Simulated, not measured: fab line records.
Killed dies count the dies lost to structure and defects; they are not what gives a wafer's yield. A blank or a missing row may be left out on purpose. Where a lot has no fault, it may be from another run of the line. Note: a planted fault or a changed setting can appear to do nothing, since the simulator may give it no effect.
Which of the tools did it?    flow nandHarc    Sampling: 13 lots, 39 wafers, 5 of 1302 route steps

== WHAT THE GAUGES READ, wafer by wafer ==
NHARC_END_SORT_01. Usual: for defectLimitedYield, 91.2 % with a standard deviation of 2.5; for killedAtArray, 55 with a standard deviation of 17; for killedAtOther, 1.1 with a standard deviation of 1.4; for killedAtPeriphery, 3.9 with a standard deviation of 3; for killedDies, 59 with a standard deviation of 17; for killedOpen, 3.5 with a standard deviation of 2; for killedShort, 2.6 with a standard deviation of 1.6.
lot   measured      on         defectLimitedYield (%)  killedAtArray  killedAtOther  killedAtPeriphery  killedDies  killedOpen  killedShort  flag
L310  day 24 21:41  prober-01  89.1 90.1 90.0          70 62 62       0 1 0          4 4 6              74 67 68    4 2 5       4 3 2        
L311  day 25 07:08  prober-01  91.0 91.0 91.9          57 60 54       0 0 0          4 1 1              61 61 55    5 1 1       5 1 2        
L312  day 25 15:55  prober-02  87.9 90.3 90.0          79 61 67       0 0 0          3 5 1              82 66 68    1 5 2       3 6 1        
L313  day 25 15:58  prober-01  92.0 94.1 95.1          51 38 28       0 0 0          3 2 5              54 40 33    5 2 2       3 3 0        
L317  day 27 11:55  prober-01  87.3 86.4 86.7          83 89 83       0 0 0          3 3 7              86 92 90    0 5 3       4 1 1        
L319  day 28 10:04  prober-02  90.7 91.7 92.3          60 50 49       0 3 1          3 3 2              63 56 52    3 1 0       4 4 6        
L320  day 28 20:32  prober-01  98.2 97.2 96.8          8 17 18        1 1 2          3 1 2              12 19 22    4 1 3       0 2 1        
L322  day 29 11:46  prober-02  89.7 89.4 88.8          66 65 71       1 1 2          3 6 3              70 72 76    2 6 5       4 4 4        
L323  day 30 08:51  prober-01  84.8 88.5 87.3          74 56 59       0 0 1          29 22 26           103 78 86   9 3 4       3 3 2        OFF
L327  day 31 01:08  prober-01  94.4 95.0 95.9          29 28 23       4 3 2          5 3 3              38 34 28    3 2 8       7 2 2        
L333  day 33 20:11  prober-02  90.3 91.4 91.3          61 53 54       0 2 2          5 3 3              66 58 59    5 4 3       1 1 3        

== TOOL THAT RAN EACH LOT (tool first, then ch and the chambers of the sampled wafers, then the start) ==
lot   NHARC_P_M2_DESCUM_14               NHARC_P_M2_ETCH_35                 NHARC_P_M2_ANNEAL_31             NHARC_P_M2_DEP_33
L310  rieDiel-13 ch 0,2,3, day 6 07:52   rieDiel-13 ch 0,2,3, day 6 07:58   rtpAnneal-02 ch 0, day 6 09:43   pecvd-02 ch 1,2, day 6 10:38
L311  rieDiel-13 ch 0,1,3, day 6 20:36   rieDiel-13 ch 0,1,3, day 6 20:41   rtpAnneal-01 ch 0, day 6 22:32   pecvd-01 ch 0,1,2, day 6 23:29
L312  rieDiel-07 ch 0,1,3, day 7 03:13   rieDiel-07 ch 0,1,3, day 7 03:18   rtpAnneal-01 ch 0, day 7 05:01   pecvd-01 ch 0,1,2, day 7 05:58
L313  rieDiel-13 ch 0,1, day 7 17:31     rieDiel-13 ch 0,1, day 7 17:36     rtpAnneal-02 ch 0, day 7 19:20   pecvd-01 ch 0,1,2, day 7 20:14
L317  rieDiel-13 ch 0,2,3, day 9 14:46   rieDiel-13 ch 1,2,3, day 9 14:51   rtpAnneal-02 ch 0, day 9 16:35   pecvd-02 ch 0,1,2, day 9 17:35
L319  rieDiel-07 ch 1,2,3, day 10 09:00  rieDiel-07 ch 0,2,3, day 10 09:04  rtpAnneal-02 ch 0, day 10 11:00  pecvd-01 ch 0,1, day 10 11:54
L320  rieDiel-09 ch 0,2,3, day 11 01:30  rieDiel-09 ch 2,3, day 11 01:36    rtpAnneal-01 ch 0, day 11 03:34  pecvd-04 ch 0,2, day 11 04:28
L322  rieDiel-13 ch 2,3, day 11 16:30    rieDiel-13 ch 0,2,3, day 11 16:35  rtpAnneal-02 ch 0, day 11 18:23  pecvd-02 ch 0,2, day 11 19:19
L324  rieDiel-13 ch 1,3, day 12 10:04    rieDiel-13 ch 0,2,3, day 12 10:09  rtpAnneal-01, day 12 11:53       pecvd-01 ch 1,2, day 12 12:48
L323  rieDiel-13 ch 0,2,3, day 12 11:22  rieDiel-13 ch 0,1, day 12 11:25    rtpAnneal-01, day 12 13:07       pecvd-02 ch 0,2, day 12 14:10
L325  rieDiel-07 ch 0,2,3, day 12 16:29  rieDiel-07 ch 1,2, day 12 16:32    rtpAnneal-02, day 12 18:12       pecvd-02 ch 1,2, day 12 19:17
L327  rieDiel-13 ch 0,1, day 13 07:51    rieDiel-13 ch 2,3, day 13 07:56    rtpAnneal-02 ch 0, day 13 10:08  pecvd-01 ch 0,1,2, day 13 11:09
L333  rieDiel-13 ch 0,2,3, day 15 22:45  rieDiel-13 ch 0,2,3, day 15 22:50  rtpAnneal-02 ch 0, day 16 00:32  pecvd-02 ch 1,2, day 16 01:30
- NHARC_P_M2_DESCUM_14: chemistry O2, time 3 s.
- NHARC_P_M2_ETCH_35: etches the open film in N2/H2, target depth 40 nm, overetch 12 nm, time 43.94 s.
- NHARC_P_M2_ANNEAL_31: time 90 s.
- NHARC_P_M2_DEP_33: deposits SiCN, target thk 30 nm.

== AS READ BY THE TOOLS THEMSELVES (means over the sampled wafers that have a number; for cases with no such wafer, the mark the record gives instead) ==
NHARC_P_M2_DESCUM_14. Usual: drypumpMotorCurrentA 5.6 A, standard deviation 0.36; oesProductAu 1.002 a.u., standard deviation 0.0071; rfVppV 57.9 V, standard deviation 0.86; showerheadPlenumPTorr 1.95 Torr, standard deviation 0.087; throttleValvePct 11.311 %, standard deviation 0.0092.
lot   tool        drypumpMotorCurrentA (A)  oesProductAu (a.u.)  rfVppV (V)  showerheadPlenumPTorr (Torr)  throttleValvePct (%)  flag
L310  rieDiel-13  5.4                       0.998                58.1        2.03                          11.319                
L311  rieDiel-13  5.7                       0.998                58.1        1.97                          11.318                
L312  rieDiel-07  5.8                       1.010                57.9        1.97                          11.315                
L313  rieDiel-13  5.8                       1.005                57.7        1.92                          11.315                
L317  rieDiel-13  5.5                       0.996                57.8        2.03                          11.312                
L319  rieDiel-07  5.5                       1.002                57.8        1.90                          11.307                
L320  rieDiel-09  5.5                       1.000                57.5        1.91                          11.315                
L322  rieDiel-13  5.7                       0.996                58.7        2.00                          11.297                
L324  rieDiel-13  6.0                       0.997                57.9        1.90                          11.314                
L323  rieDiel-13  5.5                       1.004                58.5        2.03                          11.312                
L325  rieDiel-07  5.6                       1.008                57.9        1.90                          11.310                
L327  rieDiel-13  5.4                       1.004                58.3        1.99                          11.313                
L333  rieDiel-13  5.5                       0.994                57.6        2.03                          11.306                

NHARC_P_M2_ETCH_35. Usual: drypumpMotorCurrentA 5.6 A, standard deviation 0.35; oesProductAu 1.002 a.u., standard deviation 0.0077; rfVppV 431.8 V, standard deviation 2.8; showerheadPlenumPTorr 2.09 Torr, standard deviation 0.093; throttleValvePct 14.173 %, standard deviation 0.0088.
lot   tool        drypumpMotorCurrentA (A)  oesProductAu (a.u.)  rfVppV (V)  showerheadPlenumPTorr (Torr)  throttleValvePct (%)  flag
L310  rieDiel-13  5.5                       1.004                434.2       2.17                          14.171                
L311  rieDiel-13  5.7                       1.002                432.4       2.10                          14.172                
L312  rieDiel-07  5.8                       1.009                432.8       2.10                          14.162                
L313  rieDiel-13  5.8                       0.991                431.0       2.05                          14.177                
L317  rieDiel-13  5.8                       1.004                432.3       2.09                          14.175                
L319  rieDiel-07  5.6                       0.998                430.0       2.03                          14.173                
L320  rieDiel-09  5.5                       1.005                429.5       1.99                          14.177                
L322  rieDiel-13  5.5                       0.999                434.7       2.16                          14.168                
L324  rieDiel-13  5.4                       1.000                434.0       2.16                          14.163                
L323  rieDiel-13  5.4                       1.005                433.2       2.12                          14.171                
L325  rieDiel-07  5.3                       1.015                428.9       1.97                          14.176                
L327  rieDiel-13  5.7                       1.010                433.3       2.13                          14.173                
L333  rieDiel-13  5.5                       0.997                433.7       2.16                          14.178                

NHARC_P_M2_ANNEAL_31. Usual: annealTempC 224.97 C, standard deviation 0.16; annealTempCMax 226.07, standard deviation 0.26; wafer_temp_C_max 225.8, standard deviation 0.31.
lot   tool          annealTempC (C)  annealTempCMax  wafer_temp_C_max  flag
L310  rtpAnneal-02  225.09           225.90          226.0             
L311  rtpAnneal-01  225.17           226.35          225.7             
L312  rtpAnneal-01  225.05           226.16          225.7             
L313  rtpAnneal-02  224.93           225.94          225.8             
L317  rtpAnneal-02  224.97           226.02          225.8             
L319  rtpAnneal-02  224.99           226.24          225.8             
L320  rtpAnneal-01  225.01           226.29          225.6             
L322  rtpAnneal-02  225.11           226.02          226.2             
L324  rtpAnneal-01  -                -               -                 OFF
L323  rtpAnneal-01  -                -               -                 OFF
L325  rtpAnneal-02  -                -               -                 OFF
L327  rtpAnneal-02  224.71           225.79          226.0             
L333  rtpAnneal-02  224.94           226.06          226.5             

NHARC_P_M2_DEP_33. Usual: chamberPressureTorr 2.999 Torr, standard deviation 0.0065; heaterPowerW 596 W, standard deviation 77; showerheadVppV 1317 V, standard deviation 63.
lot   tool      chamberPressureTorr (Torr)  heaterPowerW (W)  showerheadVppV (V)  flag
L310  pecvd-02  3.006                       664               1371                
L311  pecvd-01  2.990                       648               1291                
L312  pecvd-01  2.997                       644               1297                
L313  pecvd-01  3.000                       589               1308                
L317  pecvd-02  2.998                       613               1313                
L319  pecvd-01  2.998                       617               1294                
L320  pecvd-04  2.997                       561               1263                
L322  pecvd-02  3.005                       656               1333                
L324  pecvd-01  3.003                       606               1258                
L323  pecvd-02  3.000                       644               1299                
L325  pecvd-02  2.999                       704               1363                
L327  pecvd-01  2.998                       623               1297                
L333  pecvd-02  3.003                       614               1352                

== THE ANSWER, worked out from the rows above alone ==
Rule: take the mean of a lot's wafers that have a number; if it is more than 3 standard deviations from the usual mean, the lot is off. A lot without any number at a reading at which 4 lots or more have one is off too. The other lots that the step has rows for count as sound. After the gauges, taken in route order, come the tools' own readings; for these a lot's mean is taken, as printed above. The first step at which some lot is off is used, and at that step the reading that is off furthest; a lot without a number counts as furthest.
Off: L323, at NHARC_END_SORT_01 (killedAtPeriphery). Neither off nor sound, because the step has no rows for them: L324, L325.
If a tool, at a process step before that reading, ran all the lots that are off and no sound lot after the first of them, it fits. Not tried: the gauges at NHARC_END_SORT_01; whatever is off there is also off at NHARC_P_M2_ANNEAL_31, on other tools, and gauge error can't account for it. One candidate fits, namely rtpAnneal-01 at NHARC_P_M2_ANNEAL_31. Its last sound lot is L320 (day 11 03:34), its first lot that is off L323 (day 12 13:07): a fault that began between those two fits.
Blank at NHARC_P_M2_ANNEAL_31 on the lots that are off, where sound lots have numbers: annealTempC, annealTempCMax, wafer_temp_C_max.

== WHAT HAD BEEN PUT IN BY THE SIMULATOR ==
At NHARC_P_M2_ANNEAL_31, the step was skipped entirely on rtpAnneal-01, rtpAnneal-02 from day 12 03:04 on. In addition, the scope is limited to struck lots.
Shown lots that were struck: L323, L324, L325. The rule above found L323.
